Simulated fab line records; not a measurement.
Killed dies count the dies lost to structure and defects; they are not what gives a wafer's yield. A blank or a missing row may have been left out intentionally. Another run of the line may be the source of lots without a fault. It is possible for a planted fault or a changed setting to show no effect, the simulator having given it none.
fab line records | flow n5_finfet
[record] lots = 11 | wafers = 31 | last_day = 21
route steps=1938 shown BEOL_M1@816 BEOL_M4@1111
lots that met no fault: from a run of the same line without faults
start_h: hours from the record's opening day to when the first of the lot's shown wafers began | wait_h: hours since the lot's step before | " repeats the value in the row above | L1.1+2: one row covering several wafers at once | - no value present, or no start provided | * or withheld: withheld | < > ~ a bound
route shown NAME@n: a module of which the file shows steps, and the number in the route of the first | usual: the fault-free wafers' mean and standard deviation | same: alike in all rows | chamber/n: place in a boat | sites: readings site by site | _std_site: how widely they spread, as a standard deviation | _edge_site: the outer-site mean with the inner-site mean subtracted | radius_mm: how far each site lies from the wafer's centre | mask NAME#n: copy n | behind: the most recent tool/chamber to have shaped the wafer | hold: why the lot went on hold/how many hours it stayed there/how the hold came to an end | device: the n, p or np transistor that did not switch | end of line: tests of these same wafers at the route's end | step lacking rows: just its recipe | killed: dies lost to structure and defects at the first sort, not the wafer's yield | map: a wafer's dies, x killed, . not, _ none there
set.NAME: the run value of the setting; set.NAME@STEP: its run value at that earlier step | model.NAME: the simulator's own value behind a step, which no gauge read
route steps across a sampled set of lots; one table per step, one row per wafer
services: from which hour (start_h, from the record's first day; less than 0 if before it) a tool's chamber was out of use, for how many hours, and why
[[steps]]
[step N5_BEOL_M1_SPUTTER_79]
[recipe] material = Cu | target_thk_a = 45 | temp_c = -20 | chamber_pressure_pa = 0.07 | power_w = withheld | time_s = 8.29
[usual] throttle_valve_pct = 30.2/1.3
lot.wafer | tool           | chamber | start_h | wait_h | throttle_valve_pct
L275.3    | pvd_sputter-01 | -       | 142.23  | 0.1    | 31.9
L275.4    | "              | -       | "       | "      | 31.7
L275.5    | "              | -       | "       | "      | 31.9
L277.2    | pvd_sputter-02 | -       | 147.09  | 0.1    | 29.1
L277.5    | "              | -       | "       | "      | 28.7
L277.6    | "              | -       | "       | "      | 30.4
L280.2    | pvd_sputter-02 | -       | 170.65  | 0.1    | 28.9
L280.3    | "              | -       | "       | "      | 30.7
L280.4    | "              | -       | "       | "      | 30.6
L281.4    | pvd_sputter-02 | -       | 172.49  | 0.1    | 30.7
L281.5    | "              | -       | "       | "      | 30.4
L283.1    | pvd_sputter-03 | -       | 180.79  | 0.1    | 32.1
L283.3    | "              | -       | "       | "      | 28.4
L283.6    | "              | -       | "       | "      | 32.0
L284.1    | pvd_sputter-03 | -       | 183.99  | 0.1    | 28.4
L284.2    | "              | -       | "       | "      | 28.7
L284.5    | "              | -       | "       | "      | 32.0
L286.3    | pvd_sputter-01 | -       | 199.42  | 0.1    | 31.4
L286.6    | "              | -       | "       | "      | 31.5
L288.1    | pvd_sputter-02 | -       | 214.86  | 0.1    | 30.5
L288.2    | "              | -       | "       | "      | 30.3
L288.6    | "              | -       | "       | "      | 30.6
L291.2    | pvd_sputter-03 | -       | 230.61  | 0.1    | 32.2
L291.3    | "              | -       | "       | "      | 30.0
L291.6    | "              | -       | "       | "      | 29.0
L296.1    | pvd_sputter-01 | -       | 260.37  | 0.1    | 31.3
L296.3    | "              | -       | "       | "      | 28.7
L296.6    | "              | -       | "       | "      | 32.1
L297.1    | pvd_sputter-02 | -       | 268.09  | 0.1    | 30.2
L297.5    | "              | -       | "       | "      | 30.8
L297.6    | "              | -       | "       | "      | 28.8
[step N5_BEOL_M1_ANNEAL_91]
[recipe] temp_c = 400 | time_s = 240 | ambient = vacuum
[usual] heater_power_w = 814/110
lot.wafer | tool           | chamber | start_h | wait_h | heater_power_w
L275.3    | pvd_sputter-01 | -       | 143.19  | 0.0    | 1014
L275.4    | "              | -       | "       | "      | 771
L275.5    | "              | -       | "       | "      | 1012
L277.2    | pvd_sputter-02 | -       | 148.05  | 0.0    | 694
L277.5    | "              | -       | "       | "      | 703
L277.6    | "              | -       | "       | "      | 790
L280.2    | pvd_sputter-02 | -       | 171.61  | 0.0    | 690
L280.3    | "              | -       | "       | "      | 1018
L280.4    | "              | -       | "       | "      | 783
L281.4    | pvd_sputter-02 | -       | 174.86  | 0.0    | 1021
L281.5    | "              | -       | "       | "      | 791
L283.1    | pvd_sputter-03 | -       | 181.75  | 0.0    | 868
L283.3    | "              | -       | "       | "      | 759
L283.6    | "              | -       | "       | "      | 875
L284.1    | pvd_sputter-03 | -       | 184.95  | 0.0    | 764
L284.2    | "              | -       | "       | "      | 761
L284.5    | "              | -       | "       | "      | 893
L286.3    | pvd_sputter-01 | -       | 200.38  | 0.0    | 743
L286.6    | "              | -       | "       | "      | 748
L288.1    | pvd_sputter-02 | -       | 215.82  | 0.0    | 770
L288.2    | "              | -       | "       | "      | 772
L288.6    | "              | -       | "       | "      | 783
L291.2    | pvd_sputter-03 | -       | 231.57  | 0.0    | 875
L291.3    | "              | -       | "       | "      | 977
L291.6    | "              | -       | "       | "      | 798
L296.1    | pvd_sputter-01 | -       | 261.33  | 0.0    | 772
L296.3    | "              | -       | "       | "      | 772
L296.6    | "              | -       | "       | "      | 1011
L297.1    | pvd_sputter-02 | -       | 269.05  | 0.0    | 771
L297.5    | "              | -       | "       | "      | 1013
L297.6    | "              | -       | "       | "      | 678
[step N5_BEOL_M1_ANNEAL_51]
[recipe] temp_c = 225 | time_s = 90 | ambient = N2
[usual] wafer_temp_C_max = 225.87/0.2
lot.wafer | tool          | chamber | start_h | wait_h | wafer_temp_C_max
L275.3    | rtp_anneal-02 | 0       | 144.79  | 0.9    | 225.85
L275.4    | "             | 0       | "       | "      | 225.72
L275.5    | "             | 0       | "       | "      | 226.34
L277.2    | rtp_anneal-01 | 0       | 149.13  | 0.4    | 225.91
L277.5    | "             | 0       | "       | "      | 225.89
L277.6    | "             | 0       | "       | "      | 226.09
L280.2    | rtp_anneal-01 | 0       | 172.53  | 0.2    | 225.86
L280.3    | "             | 0       | "       | "      | 225.71
L280.4    | "             | 0       | "       | "      | 225.83
L281.4    | rtp_anneal-01 | 0       | 175.99  | 0.4    | 225.99
L281.5    | "             | 0       | "       | "      | 226.05
L283.1    | rtp_anneal-01 | 0       | 182.52  | 0.1    | 225.81
L283.3    | "             | 0       | "       | "      | 225.84
L283.6    | "             | 0       | "       | "      | 225.58
L284.1    | rtp_anneal-01 | 0       | 185.72  | 0.1    | 226.06
L284.2    | "             | 0       | "       | "      | 226.04
L284.5    | "             | 0       | "       | "      | 226.12
L286.3    | rtp_anneal-02 | 0       | 201.24  | 0.1    | 225.58
L286.6    | "             | 0       | "       | "      | 225.74
L288.1    | rtp_anneal-02 | 0       | 216.60  | 0.1    | 225.61
L288.2    | "             | 0       | "       | "      | 225.58
L288.6    | "             | 0       | "       | "      | 225.76
L291.2    | rtp_anneal-02 | 0       | 232.47  | 0.2    | 225.69
L291.3    | "             | 0       | "       | "      | 225.87
L291.6    | "             | 0       | "       | "      | 225.76
L296.1    | rtp_anneal-02 | 0       | 262.11  | 0.1    | 225.83
L296.3    | "             | 0       | "       | "      | 225.53
L296.6    | "             | 0       | "       | "      | 225.99
L297.1    | rtp_anneal-01 | 0       | 269.82  | 0.1    | 225.86
L297.5    | "             | 0       | "       | "      | 226.19
L297.6    | "             | 0       | "       | "      | 226.23
[step N5_BEOL_M1_CMP_52]
[recipe] stop_on = SiOC | t_overpolish_s = 6.8 | down_force_psi = 1 | platen_rpm = 50 | clearing_platen_down_force_psi = 1.5 | clearing_platen_rpm = 50 | post_cmp_clean = cu_alkaline | target_thk_nm = 40 | clearing_platen_pad_velocity_m_s = 0.99484 | pad_velocity_m_s = 0.99484
[usual] barrier_field_endpoint_s = 24.4/0.89 | motor_current_A = 5.9/0.65 | overpolish_run_s = 6.800/0.01 | time_to_endpoint_s = 61/4.8
[same] t_overpolish_s = 6.8
lot.wafer | tool   | chamber | start_h | wait_h | barrier_field_endpoint_s | motor_current_A | overpolish_run_s | time_to_endpoint_s
L275.3    | cmp-01 | 0       | 145.01  | 0.2    | 25.7                     | 6.3             | 6.805            | 66
L275.4    | "      | 2       | "       | "      | 25.2                     | 5.8             | 6.800            | 65
L275.5    | "      | 1       | "       | "      | 26.5                     | 7.0             | 6.792            | 73
L277.2    | cmp-03 | 3       | 149.42  | 0.2    | 23.8                     | 6.3             | 6.806            | 51
L277.5    | "      | 2       | "       | "      | 23.4                     | 5.7             | 6.813            | 53
L277.6    | "      | 3       | "       | "      | 23.6                     | 6.4             | 6.794            | 54
L280.3    | cmp-02 | 3       | 172.83  | 0.2    | 23.5                     | 5.9             | 6.793            | 58
L280.2    | "      | 0       | "       | "      | 23.6                     | 5.3             | 6.806            | 61
L280.4    | "      | 1       | "       | "      | 22.9                     | 5.4             | 6.793            | 53
L281.4    | cmp-01 | 0       | 176.43  | 0.4    | 25.3                     | 6.3             | 6.798            | 68
L281.5    | "      | 2       | "       | "      | 24.1                     | 5.5             | 6.810            | 64
L283.1    | cmp-01 | 3       | 182.86  | 0.3    | 23.1                     | 5.2             | 6.818            | 59
L283.3    | "      | 1       | "       | "      | 24.3                     | 6.7             | 6.824            | 67
L283.6    | "      | 3       | "       | "      | 23.8                     | 5.1             | 6.797            | 61
L284.2    | cmp-01 | 1       | 186.10  | 0.3    | 25.9                     | 6.4             | 6.807            | 69
L284.1    | "      | 2       | "       | "      | 25.5                     | 5.7             | 6.809            | 68
L284.5    | "      | 0       | "       | "      | 26.2                     | 6.7             | 6.791            | 68
L286.3    | cmp-02 | 1       | 201.52  | 0.2    | 24.3                     | 5.2             | 6.793            | 60
L286.6    | "      | 0       | "       | "      | 25.8                     | 5.3             | 6.804            | 67
L288.2    | cmp-03 | 1       | 216.93  | 0.2    | 25.3                     | 6.1             | 6.791            | 67
L288.1    | "      | 3       | "       | "      | 24.4                     | 6.4             | 6.811            | 61
L288.6    | "      | 0       | "       | "      | 24.0                     | 6.8             | 6.790            | 54
L291.3    | cmp-01 | 1       | 232.76  | 0.2    | 25.7                     | 6.4             | 6.782            | 69
L291.2    | "      | 2       | "       | "      | 25.5                     | 5.5             | 6.809            | 64
L291.6    | "      | 0       | "       | "      | 14.5                     | 6.4             | 6.817            | 36
L296.3    | cmp-03 | 2       | 262.40  | 0.2    | 23.1                     | 5.5             | 6.786            | 55
L296.1    | "      | 0       | "       | "      | 22.4                     | 6.9             | 6.804            | 55
L296.6    | "      | 2       | "       | "      | 23.7                     | 5.7             | 6.796            | 58
L297.1    | cmp-03 | 0       | 270.12  | 0.3    | 24.3                     | 6.4             | 6.789            | 59
L297.6    | "      | 0       | "       | "      | 23.6                     | 6.1             | 6.812            | 56
L297.5    | "      | 1       | "       | "      | 25.4                     | 6.0             | 6.802            | 66
[step N5_BEOL_M4_RC_MEAS_101]
[usual] DIBL_N = 37.7/2 | DIBL_P = 37.7/2.3 | IOFF_N = 0.18/0.039 | IOFF_P = 0.23/0.042 | ION_N = 681/12 | ION_P = 463/8 | SS_N = 71.9/0.68 | SS_P = 73.6/0.71 | VT_N = 248/3.2 | VT_P = -249/3.1
lot.wafer | tool      | chamber | start_h | wait_h | DIBL_N[mV/V] | DIBL_P[mV/V] | IOFF_N[nA/um] | IOFF_P[nA/um] | ION_N[uA/um] | ION_P[uA/um] | SS_N[mV/dec] | SS_P[mV/dec] | VT_N[mV] | VT_P[mV]
L277.2    | prober-02 | 0       | 265.07  | 0.2    | 42.7         | 41.4         | 0.26          | 0.31          | 704          | 480          | 73.3         | 74.6         | 244      | -245
L277.5    | "         | 0       | "       | "      | 36.7         | 34.8         | 0.13          | 0.18          | 672          | 465          | 71.3         | 72.9         | 254      | -254
L277.6    | "         | 0       | "       | "      | 42.0         | 40.6         | 0.25          | 0.30          | 707          | 482          | 72.9         | 74.4         | 245      | -247
L275.3    | prober-01 | 0       | 271.29  | 0.3    | 36.6         | 36.6         | 0.17          | 0.24          | 669          | 464          | 72.1         | 72.7         | 249      | -245
L275.4    | "         | 0       | "       | "      | 38.5         | 38.0         | 0.20          | 0.25          | 675          | 460          | 72.3         | 73.1         | 248      | -243
L275.5    | "         | 0       | "       | "      | 40.1         | 42.1         | 0.26          | 0.36          | 688          | 471          | 72.8         | 73.9         | 243      | -241
L280.2    | prober-02 | 0       | 281.51  | 0.2    | 36.9         | 37.8         | 0.16          | 0.22          | 654          | 455          | 71.3         | 74.1         | 252      | -251
L280.3    | "         | 0       | "       | "      | 40.1         | 40.5         | 0.25          | 0.27          | 685          | 462          | 73.1         | 74.9         | 244      | -249
L280.4    | "         | 0       | "       | "      | 35.0         | 34.6         | 0.14          | 0.18          | 679          | 455          | 71.2         | 73.2         | 250      | -253
L281.4    | prober-01 | 0       | 305.76  | 0.5    | 36.3         | 37.5         | 0.16          | 0.21          | 684          | 469          | 72.1         | 73.8         | 252      | -249
L281.5    | "         | 0       | "       | "      | 39.2         | 41.1         | 0.23          | 0.26          | 700          | 471          | 72.5         | 75.4         | 245      | -248
L283.1    | prober-02 | 0       | 306.99  | 0.0    | 38.7         | 39.1         | 0.19          | 0.25          | 679          | 459          | 72.9         | 74.1         | 248      | -251
L283.3    | "         | 0       | "       | "      | 36.7         | 36.1         | 0.15          | 0.18          | 680          | 458          | 72.5         | 73.9         | 250      | -256
L283.6    | "         | 0       | "       | "      | 37.4         | 39.1         | 0.18          | 0.25          | 695          | 471          | 72.8         | 74.3         | 251      | -250
L284.1    | prober-01 | 0       | 309.95  | 0.0    | 37.6         | 36.9         | 0.16          | 0.23          | 664          | 460          | 72.0         | 74.0         | 250      | -249
L284.2    | "         | 0       | "       | "      | 40.3         | 38.5         | 0.23          | 0.25          | 682          | 461          | 72.7         | 74.1         | 247      | -245
L284.5    | "         | 0       | "       | "      | 38.8         | 38.6         | 0.18          | 0.24          | 670          | 455          | 71.5         | 73.5         | 251      | -250
L286.3    | prober-01 | 0       | 317.48  | 0.3    | 39.9         | 40.9         | 0.22          | 0.27          | 709          | 470          | 72.0         | 74.2         | 244      | -249
L286.6    | "         | 0       | "       | "      | 41.5         | 41.8         | 0.27          | 0.30          | 715          | 484          | 72.1         | 74.2         | 242      | -245
L288.1    | prober-01 | 0       | 353.43  | 0.0    | 34.6         | 35.0         | 0.14          | 0.19          | 668          | 461          | 70.6         | 73.0         | 249      | -250
L288.2    | "         | 0       | "       | "      | 36.4         | 37.2         | 0.16          | 0.22          | 673          | 461          | 71.1         | 73.6         | 251      | -251
L288.6    | "         | 0       | "       | "      | 39.1         | 40.1         | 0.21          | 0.27          | 685          | 458          | 72.7         | 73.4         | 247      | -248
L291.2    | prober-02 | 0       | 358.24  | 0.2    | 37.4         | 38.8         | 0.16          | 0.23          | 663          | 454          | 71.4         | 74.0         | 254      | -251
L291.3    | "         | 0       | "       | "      | 40.2         | 41.9         | 0.23          | 0.27          | 682          | 461          | 72.8         | 74.6         | 246      | -249
L291.6    | "         | 0       | "       | "      | 36.1         | 37.4         | 0.15          | 0.20          | 674          | 456          | 71.9         | 73.9         | 252      | -252
L296.1    | prober-02 | 0       | 385.87  | 0.0    | 38.5         | 36.9         | 0.20          | 0.21          | 681          | 464          | 72.8         | 73.6         | 247      | -249
L296.3    | "         | 0       | "       | "      | 35.3         | 35.0         | 0.15          | 0.19          | 682          | 464          | 71.3         | 73.6         | 248      | -249
L296.6    | "         | 0       | "       | "      | 36.5         | 36.6         | 0.15          | 0.20          | 671          | 457          | 71.7         | 73.2         | 251      | -249
L297.1    | prober-02 | 0       | 389.10  | 0.0    | 39.4         | 38.3         | 0.22          | 0.26          | 685          | 469          | 73.2         | 73.9         | 245      | -247
L297.5    | "         | 0       | "       | "      | 36.0         | 34.0         | 0.17          | 0.19          | 680          | 459          | 71.6         | 72.8         | 249      | -251
L297.6    | "         | 0       | "       | "      | 38.5         | 39.8         | 0.22          | 0.30          | 688          | 471          | 71.4         | 73.6         | 244      | -246
[[services]]
tool           | chamber | start_h | hours | kind
cmp-02         | -       | 120.99  | 10.9  | pm
cmp-02         | -       | 131.94  | 9.5   | pm
cmp-02         | -       | 156.03  | 8.3   | repair
cmp-02         | -       | 177.05  | 3.1   | repair
rtp_anneal-01  | -       | 179.09  | 1.0   | pm
cmp-03         | -       | 185.93  | 5.7   | pm
pvd_sputter-03 | -       | 189.21  | 0.6   | repair
cmp-02         | -       | 197.21  | 0.7   | repair
cmp-02         | -       | 202.14  | 4.0   | pm
cmp-02         | -       | 206.14  | -     | consumable_replace:conditioner
cmp-02         | -       | 206.14  | -     | consumable_replace:pad
cmp-01         | -       | 206.67  | 2.5   | repair
cmp-03         | -       | 229.64  | 2.4   | repair
cmp-03         | -       | 245.03  | 4.0   | pm
cmp-03         | -       | 249.03  | -     | consumable_replace:conditioner
cmp-03         | -       | 249.03  | -     | consumable_replace:pad
pvd_sputter-02 | -       | 256.23  | 2.3   | repair
[[key]]
[first_sign] step = N5_BEOL_M1_CMP_52 | reading = barrier_field_endpoint_s | direction = down | sigmas = 11 | usual = 24.4 | struck = 14.5
[effect] step = N5_BEOL_M1_CMP_52 | reading = time_to_endpoint_s | direction = down | sigmas = 5.3 | usual = * | struck = *
met_at N5_BEOL_M1_CMP_52
struck_lots L291
struck_wafers L291.6
not_acting_at N5_BEOL_M1_SPUTTER_79,N5_BEOL_M1_ANNEAL_91,N5_BEOL_M1_ANNEAL_51
onset_between 186.10 232.76
[fault] kind = process_parameter_drift | tool = cmp-01 | chamber = - | onset_h = 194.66 | steps = N5_BEOL_M1_CMP_52 | channel = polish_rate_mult | offset = 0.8 | shape = step | end_h = 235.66 | scope = struck_wafers_only
